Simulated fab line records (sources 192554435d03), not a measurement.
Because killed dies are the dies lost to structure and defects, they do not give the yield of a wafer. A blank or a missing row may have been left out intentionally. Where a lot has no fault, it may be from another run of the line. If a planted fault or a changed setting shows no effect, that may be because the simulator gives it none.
A sampling plan put to the test + flow n5Finfet + one fab line, 55 faults that these records tell of, each judged on the records of the lots that it struck; 2 more are left out, because the records don't allow judging them
Plan = the line's own looks (route steps where a gauge or an inspection reads the wafer without altering it). A look can be judged if struck wafers have a number there and the file gives its usual mean and standard deviation on fault-free wafers. Caught: 4 or more of those standard deviations (sigma) separate the usual mean from the mean of the struck wafers at a look after the fault's first step. On the tool: here the same test is run on the tool's own readings at the fault's steps. A different recipe on the struck wafers counts as caught too, as does a record blank only for those wafers.

== THE FAULTS, as the simulator had put them in ==
1. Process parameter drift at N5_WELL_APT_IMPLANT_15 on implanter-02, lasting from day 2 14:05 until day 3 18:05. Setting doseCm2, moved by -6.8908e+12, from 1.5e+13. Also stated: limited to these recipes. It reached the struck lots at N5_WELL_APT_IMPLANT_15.
2. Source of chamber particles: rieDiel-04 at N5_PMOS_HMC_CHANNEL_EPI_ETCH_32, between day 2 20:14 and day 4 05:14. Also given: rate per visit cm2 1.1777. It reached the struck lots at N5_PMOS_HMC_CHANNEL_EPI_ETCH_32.
3. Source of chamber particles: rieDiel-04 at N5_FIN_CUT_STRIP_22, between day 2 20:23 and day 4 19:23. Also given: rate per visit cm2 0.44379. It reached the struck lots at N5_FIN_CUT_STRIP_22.
4. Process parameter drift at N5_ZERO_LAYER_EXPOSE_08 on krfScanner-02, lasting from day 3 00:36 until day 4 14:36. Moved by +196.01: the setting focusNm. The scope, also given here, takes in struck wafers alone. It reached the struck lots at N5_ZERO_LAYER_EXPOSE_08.
5. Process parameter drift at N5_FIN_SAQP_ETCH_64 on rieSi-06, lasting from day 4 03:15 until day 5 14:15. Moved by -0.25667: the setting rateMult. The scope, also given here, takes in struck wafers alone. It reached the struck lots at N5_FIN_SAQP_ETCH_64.
6. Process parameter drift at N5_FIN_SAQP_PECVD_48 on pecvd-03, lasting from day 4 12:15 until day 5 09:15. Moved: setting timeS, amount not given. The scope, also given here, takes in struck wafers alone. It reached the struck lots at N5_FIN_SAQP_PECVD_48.
7. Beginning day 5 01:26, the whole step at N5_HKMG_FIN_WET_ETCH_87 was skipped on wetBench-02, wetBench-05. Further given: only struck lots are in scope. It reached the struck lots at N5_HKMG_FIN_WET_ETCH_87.
8. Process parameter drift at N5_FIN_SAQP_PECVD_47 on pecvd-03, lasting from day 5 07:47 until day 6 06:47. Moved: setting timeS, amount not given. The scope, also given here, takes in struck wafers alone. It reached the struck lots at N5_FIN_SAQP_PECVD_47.
9. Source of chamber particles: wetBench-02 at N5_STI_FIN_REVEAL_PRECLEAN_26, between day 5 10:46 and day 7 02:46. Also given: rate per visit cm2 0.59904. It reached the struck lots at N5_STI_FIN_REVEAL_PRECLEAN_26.
10. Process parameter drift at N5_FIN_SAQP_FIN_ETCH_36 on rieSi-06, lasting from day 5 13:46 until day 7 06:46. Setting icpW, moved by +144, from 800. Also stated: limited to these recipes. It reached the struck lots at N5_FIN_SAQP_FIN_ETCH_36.
11. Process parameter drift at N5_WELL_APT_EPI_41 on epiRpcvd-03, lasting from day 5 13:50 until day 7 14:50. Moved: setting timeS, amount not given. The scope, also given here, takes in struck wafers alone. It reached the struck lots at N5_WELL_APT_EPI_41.
12. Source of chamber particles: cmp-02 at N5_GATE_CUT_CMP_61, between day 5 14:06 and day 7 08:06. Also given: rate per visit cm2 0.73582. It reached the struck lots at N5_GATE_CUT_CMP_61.
13. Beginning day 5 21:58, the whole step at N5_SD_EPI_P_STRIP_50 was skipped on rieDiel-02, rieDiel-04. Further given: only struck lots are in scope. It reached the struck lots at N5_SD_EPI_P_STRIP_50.
14. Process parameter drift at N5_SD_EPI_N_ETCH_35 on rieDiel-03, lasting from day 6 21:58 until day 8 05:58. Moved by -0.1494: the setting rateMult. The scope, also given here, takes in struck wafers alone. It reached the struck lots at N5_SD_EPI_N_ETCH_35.
15. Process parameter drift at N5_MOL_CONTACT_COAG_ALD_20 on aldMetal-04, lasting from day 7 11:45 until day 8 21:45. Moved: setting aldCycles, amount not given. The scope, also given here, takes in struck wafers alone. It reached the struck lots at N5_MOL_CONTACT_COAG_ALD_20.
16. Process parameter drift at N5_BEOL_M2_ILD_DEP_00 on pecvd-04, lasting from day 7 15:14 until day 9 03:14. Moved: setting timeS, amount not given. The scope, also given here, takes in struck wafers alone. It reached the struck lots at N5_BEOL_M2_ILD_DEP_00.
17. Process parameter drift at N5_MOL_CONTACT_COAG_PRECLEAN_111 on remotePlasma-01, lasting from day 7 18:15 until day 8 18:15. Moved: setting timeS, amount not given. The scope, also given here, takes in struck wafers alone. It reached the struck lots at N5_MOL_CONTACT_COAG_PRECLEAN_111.
18. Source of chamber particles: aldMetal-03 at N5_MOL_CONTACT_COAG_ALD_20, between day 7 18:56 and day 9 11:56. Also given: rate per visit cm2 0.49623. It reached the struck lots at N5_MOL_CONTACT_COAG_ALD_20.
19. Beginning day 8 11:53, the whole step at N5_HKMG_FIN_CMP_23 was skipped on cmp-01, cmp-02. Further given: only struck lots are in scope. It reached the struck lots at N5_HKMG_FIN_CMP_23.
20. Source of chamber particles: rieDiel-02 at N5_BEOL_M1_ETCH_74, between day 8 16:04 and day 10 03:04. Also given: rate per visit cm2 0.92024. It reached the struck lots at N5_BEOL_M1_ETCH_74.
21. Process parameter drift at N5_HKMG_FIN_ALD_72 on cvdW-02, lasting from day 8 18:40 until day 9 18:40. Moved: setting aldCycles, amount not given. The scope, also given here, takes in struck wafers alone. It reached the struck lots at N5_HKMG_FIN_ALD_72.
22. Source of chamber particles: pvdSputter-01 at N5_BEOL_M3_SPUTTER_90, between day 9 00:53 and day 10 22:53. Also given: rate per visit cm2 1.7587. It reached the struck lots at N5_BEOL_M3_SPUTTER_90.
23. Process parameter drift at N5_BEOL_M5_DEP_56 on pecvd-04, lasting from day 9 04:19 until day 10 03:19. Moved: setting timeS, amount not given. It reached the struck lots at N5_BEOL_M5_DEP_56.
24. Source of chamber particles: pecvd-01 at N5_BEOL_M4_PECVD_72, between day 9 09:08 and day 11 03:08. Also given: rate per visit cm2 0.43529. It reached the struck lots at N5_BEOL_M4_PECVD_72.
25. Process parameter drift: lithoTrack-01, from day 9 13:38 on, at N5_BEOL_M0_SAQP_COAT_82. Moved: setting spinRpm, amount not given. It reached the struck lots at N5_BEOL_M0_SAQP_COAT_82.
26. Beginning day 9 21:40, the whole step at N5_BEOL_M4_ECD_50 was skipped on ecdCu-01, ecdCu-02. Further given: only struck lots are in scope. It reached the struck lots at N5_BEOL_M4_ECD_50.
27. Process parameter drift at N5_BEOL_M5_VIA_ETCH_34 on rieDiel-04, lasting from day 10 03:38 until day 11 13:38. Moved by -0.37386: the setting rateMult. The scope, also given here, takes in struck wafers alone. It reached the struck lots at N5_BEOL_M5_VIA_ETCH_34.
28. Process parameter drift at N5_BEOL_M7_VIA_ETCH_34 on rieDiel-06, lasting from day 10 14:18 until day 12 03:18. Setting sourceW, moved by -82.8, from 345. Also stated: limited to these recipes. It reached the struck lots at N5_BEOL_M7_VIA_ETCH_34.
29. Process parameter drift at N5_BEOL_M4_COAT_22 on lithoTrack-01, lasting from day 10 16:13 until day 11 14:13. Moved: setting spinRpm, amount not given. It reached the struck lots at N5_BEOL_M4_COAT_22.
30. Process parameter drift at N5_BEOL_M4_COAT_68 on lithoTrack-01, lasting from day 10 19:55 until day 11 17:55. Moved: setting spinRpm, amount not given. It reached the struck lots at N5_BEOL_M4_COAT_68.
31. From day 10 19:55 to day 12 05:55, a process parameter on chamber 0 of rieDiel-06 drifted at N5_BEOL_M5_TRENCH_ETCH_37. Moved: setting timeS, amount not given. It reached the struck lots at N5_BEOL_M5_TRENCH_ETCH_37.
32. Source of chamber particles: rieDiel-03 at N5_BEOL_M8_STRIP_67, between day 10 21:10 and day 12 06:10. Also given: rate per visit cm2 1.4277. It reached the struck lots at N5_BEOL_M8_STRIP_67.
33. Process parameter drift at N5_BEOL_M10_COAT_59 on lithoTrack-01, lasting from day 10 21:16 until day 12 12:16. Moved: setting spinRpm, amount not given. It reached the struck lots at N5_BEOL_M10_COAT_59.
34. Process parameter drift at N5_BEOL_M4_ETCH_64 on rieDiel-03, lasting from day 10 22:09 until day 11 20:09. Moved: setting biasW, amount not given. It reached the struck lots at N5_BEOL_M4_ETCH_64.
35. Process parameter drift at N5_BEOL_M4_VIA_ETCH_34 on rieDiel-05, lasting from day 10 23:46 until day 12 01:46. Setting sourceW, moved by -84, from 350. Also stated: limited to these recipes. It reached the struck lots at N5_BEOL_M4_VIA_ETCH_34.
36. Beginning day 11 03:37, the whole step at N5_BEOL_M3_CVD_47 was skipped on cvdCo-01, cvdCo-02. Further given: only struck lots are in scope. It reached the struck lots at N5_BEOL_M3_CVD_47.
37. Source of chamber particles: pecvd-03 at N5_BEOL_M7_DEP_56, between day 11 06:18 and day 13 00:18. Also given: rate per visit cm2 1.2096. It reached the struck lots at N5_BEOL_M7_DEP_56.
38. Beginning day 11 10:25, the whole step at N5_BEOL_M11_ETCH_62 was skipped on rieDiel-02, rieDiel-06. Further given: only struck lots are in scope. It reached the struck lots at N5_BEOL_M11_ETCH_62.
39. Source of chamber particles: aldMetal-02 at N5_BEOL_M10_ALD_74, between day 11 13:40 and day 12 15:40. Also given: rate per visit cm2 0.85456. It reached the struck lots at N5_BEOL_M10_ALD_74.
40. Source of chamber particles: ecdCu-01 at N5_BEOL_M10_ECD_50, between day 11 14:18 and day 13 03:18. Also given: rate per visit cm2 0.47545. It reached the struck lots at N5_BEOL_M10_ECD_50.
41. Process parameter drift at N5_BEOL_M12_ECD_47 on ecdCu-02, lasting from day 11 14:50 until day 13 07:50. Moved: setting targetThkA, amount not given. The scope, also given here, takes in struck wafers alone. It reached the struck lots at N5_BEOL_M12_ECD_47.
42. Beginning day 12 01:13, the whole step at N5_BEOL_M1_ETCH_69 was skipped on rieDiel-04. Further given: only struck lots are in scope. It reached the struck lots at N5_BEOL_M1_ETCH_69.
43. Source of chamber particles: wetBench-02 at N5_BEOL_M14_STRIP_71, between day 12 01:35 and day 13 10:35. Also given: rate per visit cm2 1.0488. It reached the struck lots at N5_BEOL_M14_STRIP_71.
44. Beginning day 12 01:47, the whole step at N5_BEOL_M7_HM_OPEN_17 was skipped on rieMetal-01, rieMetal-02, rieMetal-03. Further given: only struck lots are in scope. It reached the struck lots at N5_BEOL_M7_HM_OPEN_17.
45. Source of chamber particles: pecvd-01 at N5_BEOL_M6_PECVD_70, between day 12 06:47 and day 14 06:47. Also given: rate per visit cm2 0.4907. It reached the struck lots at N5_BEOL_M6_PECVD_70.
46. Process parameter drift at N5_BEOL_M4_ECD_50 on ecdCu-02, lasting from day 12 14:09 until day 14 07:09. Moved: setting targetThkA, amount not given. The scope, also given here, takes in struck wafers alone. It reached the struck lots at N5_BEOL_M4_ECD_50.
47. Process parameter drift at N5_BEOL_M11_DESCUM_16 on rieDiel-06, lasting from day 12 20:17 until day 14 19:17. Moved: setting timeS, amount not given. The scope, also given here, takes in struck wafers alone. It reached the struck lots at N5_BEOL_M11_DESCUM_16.
48. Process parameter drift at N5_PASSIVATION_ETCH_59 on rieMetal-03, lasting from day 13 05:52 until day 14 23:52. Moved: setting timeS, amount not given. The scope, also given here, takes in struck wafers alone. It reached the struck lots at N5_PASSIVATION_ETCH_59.
49. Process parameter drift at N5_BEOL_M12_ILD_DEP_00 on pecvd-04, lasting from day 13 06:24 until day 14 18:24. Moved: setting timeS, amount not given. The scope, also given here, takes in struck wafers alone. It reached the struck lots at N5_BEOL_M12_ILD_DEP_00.
50. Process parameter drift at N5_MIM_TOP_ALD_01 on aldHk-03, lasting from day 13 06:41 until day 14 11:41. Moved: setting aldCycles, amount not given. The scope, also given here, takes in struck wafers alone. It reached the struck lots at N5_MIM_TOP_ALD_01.
51. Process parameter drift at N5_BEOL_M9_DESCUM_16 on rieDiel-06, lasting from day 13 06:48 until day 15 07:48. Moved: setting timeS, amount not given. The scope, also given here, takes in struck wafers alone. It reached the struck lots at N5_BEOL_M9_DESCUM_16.
52. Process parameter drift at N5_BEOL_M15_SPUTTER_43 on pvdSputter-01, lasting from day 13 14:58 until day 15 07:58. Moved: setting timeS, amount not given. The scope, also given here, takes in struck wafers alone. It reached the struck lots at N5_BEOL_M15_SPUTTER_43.
53. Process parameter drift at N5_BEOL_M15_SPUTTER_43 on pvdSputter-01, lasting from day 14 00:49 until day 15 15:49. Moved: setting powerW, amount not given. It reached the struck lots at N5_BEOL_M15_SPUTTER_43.
54. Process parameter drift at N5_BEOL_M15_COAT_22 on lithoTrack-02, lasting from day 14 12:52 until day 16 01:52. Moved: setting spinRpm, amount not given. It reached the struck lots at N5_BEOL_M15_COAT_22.
55. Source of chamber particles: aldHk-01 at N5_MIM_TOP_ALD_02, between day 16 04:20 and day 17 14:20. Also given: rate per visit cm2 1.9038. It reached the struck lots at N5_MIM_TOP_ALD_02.

== WHAT THE PLAN SAW ==
| fault | on the tool itself                               | first look that catches it                      | reading, sigma                                                 | median hours from its first step to that look | hours from the fault's start to the first struck lot there | judged looks passed uncaught |
|-------|--------------------------------------------------|-------------------------------------------------|----------------------------------------------------------------|-----------------------------------------------|------------------------------------------------------------|------------------------------|
| 1     | doseIonsCm2 -99 or beyond sigma                  | N5_BEOL_M4_RC_MEAS_101                          | CJ_P -8.2                                                      | 149.0                                         | 155                                                        | 0                            |
| 2     | under 2 sigma                                    | no look after it can be judged                  | -                                                              | -                                             | -                                                          | 0                            |
| 3     | under 2 sigma                                    | N5_FIN_CUT_INSPECT_17                           | rawDefectCount +5.0                                            | 0.2                                           | 3                                                          | 0                            |
| 4     | no reading that can be judged                    | none of the 3 looks that can be judged after it | strongest: cdNm at N5_ZERO_LAYER_CD_MEAS_11, +3.0              | -                                             | -                                                          | 3                            |
| 5     | oesProductAu -11 sigma                           | not the one look that can be judged after it    | -                                                              | -                                             | -                                                          | 1                            |
| 6     | under 2 sigma                                    | not the one look that can be judged after it    | -                                                              | -                                             | -                                                          | 1                            |
| 7     | the tool's record is blank for the struck wafers | no look after it can be judged                  | -                                                              | -                                             | -                                                          | 0                            |
| 8     | runLengthS -16 sigma                             | none of the 2 looks that can be judged after it | -                                                              | -                                             | -                                                          | 2                            |
| 9     | under 2 sigma                                    | N5_STI_FIN_REVEAL_INSPECT_13                    | rawDefectCount +72                                             | 3.0                                           | 14                                                         | 0                            |
| 10    | rfFwdPowerW +53 sigma                            | N5_FIN_SAQP_OCD_MEAS_76                         | trenchDepthNm +5.8                                             | 0.3                                           | 5                                                          | 1                            |
| 11    | runLengthS +52 sigma                             | N5_BEOL_M4_RC_MEAS_101                          | IOFF_N +99 or beyond                                           | 153.2                                         | 152                                                        | 0                            |
| 12    | under 2 sigma                                    | N5_GATE_CUT_INSPECT_26                          | rawDefectCount +28                                             | 0.4                                           | 5                                                          | 0                            |
| 13    | no reading that can be judged                    | N5_SD_EPI_P_INSPECT_26                          | rawDefectCount +40                                             | 5.1                                           | 8                                                          | 0                            |
| 14    | under 2 sigma                                    | not the one look that can be judged after it    | -                                                              | -                                             | -                                                          | 1                            |
| 15    | under 2 sigma                                    | not the one look that can be judged after it    | -                                                              | -                                             | -                                                          | 1                            |
| 16    | under 2 sigma                                    | N5_BEOL_M2_THK_MEAS_01                          | M2_ILD_THK -19                                                 | 0.1                                           | 3                                                          | 0                            |
| 17    | under 2 sigma                                    | none of the 2 looks that can be judged after it | strongest: MD_CAP_THK at N5_MOL_CONTACT_COAG_THK_MEAS_29, +2.8 | -                                             | -                                                          | 2                            |
| 18    | under 2 sigma                                    | no look after it can be judged                  | -                                                              | -                                             | -                                                          | 0                            |
| 19    | the tool's record is blank for the struck wafers | no look after it can be judged                  | -                                                              | -                                             | -                                                          | 0                            |
| 20    | under 2 sigma                                    | N5_BEOL_M1_INSPECT_30                           | rawDefectCount +7.8                                            | 0.8                                           | 9                                                          | 1                            |
| 21    | under 2 sigma                                    | not the one look that can be judged after it    | -                                                              | -                                             | -                                                          | 1                            |
| 22    | under 2 sigma                                    | none of the 2 looks that can be judged after it | -                                                              | -                                             | -                                                          | 2                            |
| 23    | under 2 sigma                                    | not the one look that can be judged after it    | -                                                              | -                                             | -                                                          | 1                            |
| 24    | under 2 sigma                                    | N5_BEOL_M4_INSPECT_13                           | rawDefectCount +4.1                                            | 0.6                                           | 12                                                         | 0                            |
| 25    | spinSpeedRpm -99 or beyond sigma                 | none of the 4 looks that can be judged after it | -                                                              | -                                             | -                                                          | 4                            |
| 26    | no reading that can be judged                    | no look after it can be judged                  | -                                                              | -                                             | -                                                          | 0                            |
| 27    | only faintly: oesProductAu -2.6 sigma            | no look after it can be judged                  | -                                                              | -                                             | -                                                          | 0                            |
| 28    | rfFwdPowerW -63 sigma                            | no look after it can be judged                  | -                                                              | -                                             | -                                                          | 0                            |
| 29    | spinSpeedRpm +99 or beyond sigma                 | not the one look that can be judged after it    | -                                                              | -                                             | -                                                          | 1                            |
| 30    | spinSpeedRpm +99 or beyond sigma                 | none of the 2 looks that can be judged after it | -                                                              | -                                             | -                                                          | 2                            |
| 31    | runLengthS +20 sigma                             | N5_BEOL_M5_OCD_MEAS_38                          | trenchDepthNm +20                                              | 0.2                                           | 10                                                         | 0                            |
| 32    | under 2 sigma                                    | N5_BEOL_M8_INSPECT_30                           | rawDefectCount +10                                             | 1.4                                           | 11                                                         | 1                            |
| 33    | spinSpeedRpm -99 or beyond sigma                 | no look after it can be judged                  | -                                                              | -                                             | -                                                          | 0                            |
| 34    | biasW +15 sigma                                  | not the one look that can be judged after it    | -                                                              | -                                             | -                                                          | 1                            |
| 35    | rfFwdPowerW -70 sigma                            | not the one look that can be judged after it    | -                                                              | -                                             | -                                                          | 1                            |
| 36    | the tool's record is blank for the struck wafers | no look after it can be judged                  | -                                                              | -                                             | -                                                          | 0                            |
| 37    | under 2 sigma                                    | N5_BEOL_M7_INSPECT_58                           | rawDefectCount +28                                             | 0.1                                           | 3                                                          | 0                            |
| 38    | the tool's record is blank for the struck wafers | no look after it can be judged                  | -                                                              | -                                             | -                                                          | 0                            |
| 39    | under 2 sigma                                    | no look after it can be judged                  | -                                                              | -                                             | -                                                          | 0                            |
| 40    | no reading that can be judged                    | not the one look that can be judged after it    | -                                                              | -                                             | -                                                          | 1                            |
| 41    | no reading that can be judged                    | no look after it can be judged                  | -                                                              | -                                             | -                                                          | 0                            |
| 42    | the tool's record is blank for the struck wafers | no look after it can be judged                  | -                                                              | -                                             | -                                                          | 0                            |
| 43    | no reading that can be judged                    | not the one look that can be judged after it    | -                                                              | -                                             | -                                                          | 1                            |
| 44    | the tool's record is blank for the struck wafers | no look after it can be judged                  | -                                                              | -                                             | -                                                          | 0                            |
| 45    | under 2 sigma                                    | not the one look that can be judged after it    | -                                                              | -                                             | -                                                          | 1                            |
| 46    | no reading that can be judged                    | not the one look that can be judged after it    | -                                                              | -                                             | -                                                          | 1                            |
| 47    | under 2 sigma                                    | no look after it can be judged                  | -                                                              | -                                             | -                                                          | 0                            |
| 48    | under 2 sigma                                    | no look after it can be judged                  | -                                                              | -                                             | -                                                          | 0                            |
| 49    | runLengthS +99 or beyond sigma                   | N5_BEOL_M12_THK_MEAS_01                         | M12_ILD_THK +40                                                | 0.1                                           | 16                                                         | 0                            |
| 50    | under 2 sigma                                    | no look after it can be judged                  | -                                                              | -                                             | -                                                          | 0                            |
| 51    | under 2 sigma                                    | no look after it can be judged                  | -                                                              | -                                             | -                                                          | 0                            |
| 52    | under 2 sigma                                    | no look after it can be judged                  | -                                                              | -                                             | -                                                          | 0                            |
| 53    | cathodeDcPowerW -99 or beyond sigma              | no look after it can be judged                  | -                                                              | -                                             | -                                                          | 0                            |
| 54    | spinSpeedRpm +56 sigma                           | none of the 3 looks that can be judged after it | -                                                              | -                                             | -                                                          | 3                            |
| 55    | under 2 sigma                                    | no look after it can be judged                  | -                                                              | -                                             | -                                                          | 0                            |
A dash: this means the fault isn't caught or the number doesn't appear in these records.

Caught at a look: 14 of 55. Caught on the tool: 22 of 55. By one or the other: 31 of 55.
Caught on the tool alone: faults 5, 7, 8, 19, 25, 28, 29, 30, 33, 34, 35, 36, 38, 42, 44, 53, 54.
Caught at a look alone: faults 3, 9, 12, 13, 16, 20, 24, 32, 37.
Caught by neither: faults 2, 4, 6, 14, 15, 17, 18, 21, 22, 23, 26, 27, 39, 40, 41, 43, 45, 46, 47, 48, 50, 51, 52, 55.

== THINNER SAMPLING ==
In the worst case, this is how late the first struck lot would be measured if the look that catches a fault measured only every second or every third lot, by lot number:
| fault | struck lots at that look, in order of time | every lot | every second lot | every third lot |
|-------|--------------------------------------------|-----------|------------------|-----------------|
| 1     | L462, L463, L464                           | 155 h     | 158 h            | 175 h           |
| 3     | L699, L703                                 | 3 h       | may miss all 2   | may miss all 2  |
| 9     | L850, L855                                 | 14 h      | 39 h             | may miss all 2  |
| 10    | L422, L424                                 | 5 h       | may miss all 2   | may miss all 2  |
| 11    | L706, L708, L709                           | 152 h     | 191 h            | may miss all 3  |
| 12    | L335, L337                                 | 5 h       | may miss all 2   | may miss all 2  |
| 13    | L180, L181                                 | 8 h       | 18 h             | may miss all 2  |
| 16    | L464, L465                                 | 3 h       | 7 h              | may miss all 2  |
| 20    | L291, L296                                 | 9 h       | 33 h             | may miss all 2  |
| 24    | L327                                       | 12 h      | may miss it      | may miss it     |
| 31    | L873, L875                                 | 10 h      | may miss all 2   | may miss all 2  |
| 32    | L352, L355                                 | 11 h      | 30 h             | may miss all 2  |
| 37    | L591, L595                                 | 3 h       | may miss all 2   | may miss all 2  |
| 49    | L932, L933                                 | 16 h      | 18 h             | may miss all 2  |
Hours are from the fault's start to the first struck lot that is measured. The test against the limit of 4 sigma pooled every struck wafer, which means one lot taken alone may stay below that limit. Other struck lots may not be in these records.

== THE LONGEST TIMED WAY FROM STEP TO LOOK ==
For fault 11, N5_WELL_APT_EPI_41 and N5_BEOL_M4_RC_MEAS_101 are separated by a median of 153.2 hours. No look between them can be judged.
